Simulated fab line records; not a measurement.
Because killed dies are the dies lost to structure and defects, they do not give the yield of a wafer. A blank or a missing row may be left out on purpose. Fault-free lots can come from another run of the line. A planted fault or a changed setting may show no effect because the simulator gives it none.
A lot that was struck, set against a sound lot / flow n5_finfet / 14 out of 1938 route steps
Sound: wafers L613.2, L613.3, L613.5. Struck: wafer L619.5 (L619.2, L619.4, from the same lot, were not struck and are left out); the cause is given at the end.
Per side, at each step with rows, come the tool, then ch with its chambers, and then its first start. Under that, the readings that differ: sound wafers / struck wafers / difference of the means / sigmas: that difference in standard deviations of wafers without a fault.
alike: a reading whose means differ by less than 2 such deviations, as well as words and numbers matching on both sides. not compared: withheld readings; readings where some wafer has no value; bounds like >300 that might hide an equal value; numbers whose values overlap and for which the record gives no deviation.
Wherever a step has rows on one side only, a row that says differs or no value, or a row with sigmas, the two part there. Numbers that don't overlap but have no deviation are shown without sigmas and don't part them. Lack of a reading on every wafer of one side parts them only where that side has two or more wafers.

first, 7 steps without rows for these wafers: N5_BEOL_M12_COAT_22 (resist thk 300 nm); N5_BEOL_M12_EBR_24; N5_BEOL_M12_SOFTBAKE_23 (time 60 s); N5_BEOL_M12_EXPOSE_25 (exposes mask M12); N5_BEOL_M12_PEB_26 (peb time 90 s); N5_BEOL_M12_DEVELOP_27 (develop time 45 s); N5_BEOL_M12_HARDBAKE_32 (time 120 s).
N5_BEOL_M12_CD_MEAS_28 targets a cd of 160.2 nm.
  sound on cd_sem-02 ch 0, day 12 08:02; struck on cd_sem-01 ch 0, day 13 12:10
  alike: cd_nm
N5_BEOL_M12_OVL_MEAS_29:
  sound on overlay-02 ch 0, day 12 08:04; struck on overlay-02 ch 0, day 13 12:12
  alike: M12_OVL
N5_BEOL_M12_INSPECT_30: inspects for defects (macro).
  sound: defect_inspect-02 at day 12 08:05; struck: defect_inspect-02 at day 13 12:14
  alike: raw_defect_count
N5_BEOL_M12_DESCUM_33: chemistry O2, time 7.9 s.
  sound on rie_diel-01 ch 0,2,3, day 12 08:37; struck on rie_diel-01 ch 1, day 13 13:02
reading=bias_power_w (W); sound=19.95 19.95 19.98; struck=19.82; difference=-0.14; sigmas=-2
reading=rf_vpp_V (V); sound=240.7 241.4 241.8; struck=245.5; difference=+4.2; sigmas=+3
reading=showerhead_plenum_p_Torr (Torr); sound=1.99 2.07 2.01; struck=2.20; difference=+0.18; sigmas=+2
  alike: drypump_motor_current_A, oes_product_au, throttle_valve_pct
  not compared: rf_hours_counter_h
N5_BEOL_M12_ETCH_67: etches SiARC in CF4, target depth 143 nm, time 238.3 s.
  sound on rie_diel-01 ch 0,2,3, day 12 08:38; struck on rie_diel-01 ch 1, day 13 13:04
reading=etch_rf_on_time_s (s); sound=241 249 235; struck=228; difference=-14; sigmas=-2
reading=rf_vpp_V (V); sound=182.2 182.8 183.3; struck=186.2; difference=+3.4; sigmas=+3
  alike: cf4_flow_sccm, drypump_motor_current_A, oes_product_au, showerhead_plenum_p_Torr, throttle_valve_pct
  not compared: rf_hours_counter_h
N5_BEOL_M12_ETCH_68: etches SOC in N2/H2, time 285 s.
  sound on rie_diel-01 ch 0,2,3, day 12 08:47; struck on rie_diel-01 ch 1, day 13 13:13
reading=run_length_s (s); sound=308.9 308.5 308.7; struck=417.2; difference=+108.5; sigmas=+99 or more
reading=showerhead_plenum_p_Torr (Torr); sound=2.42 2.51 2.47; struck=2.66; difference=+0.19; sigmas=+2
reading=model.SiARC_of_BEOL_M12_COAT_66.thk_nm (nm); sound=86 86.8 85.8; struck=75.8; difference=-10.4; sigmas=
  alike: drypump_motor_current_A, oes_product_au, rf_vpp_V, throttle_valve_pct
  not compared: rf_hours_counter_h
then, 1 step without rows for these wafers: N5_BEOL_M12_STRIP_69 (strips in N2/H2).

WHERE THEY PART
Last at N5_BEOL_M12_ETCH_68 as far as this record goes, first at N5_BEOL_M12_DESCUM_33.

WHY: what the simulator had put in
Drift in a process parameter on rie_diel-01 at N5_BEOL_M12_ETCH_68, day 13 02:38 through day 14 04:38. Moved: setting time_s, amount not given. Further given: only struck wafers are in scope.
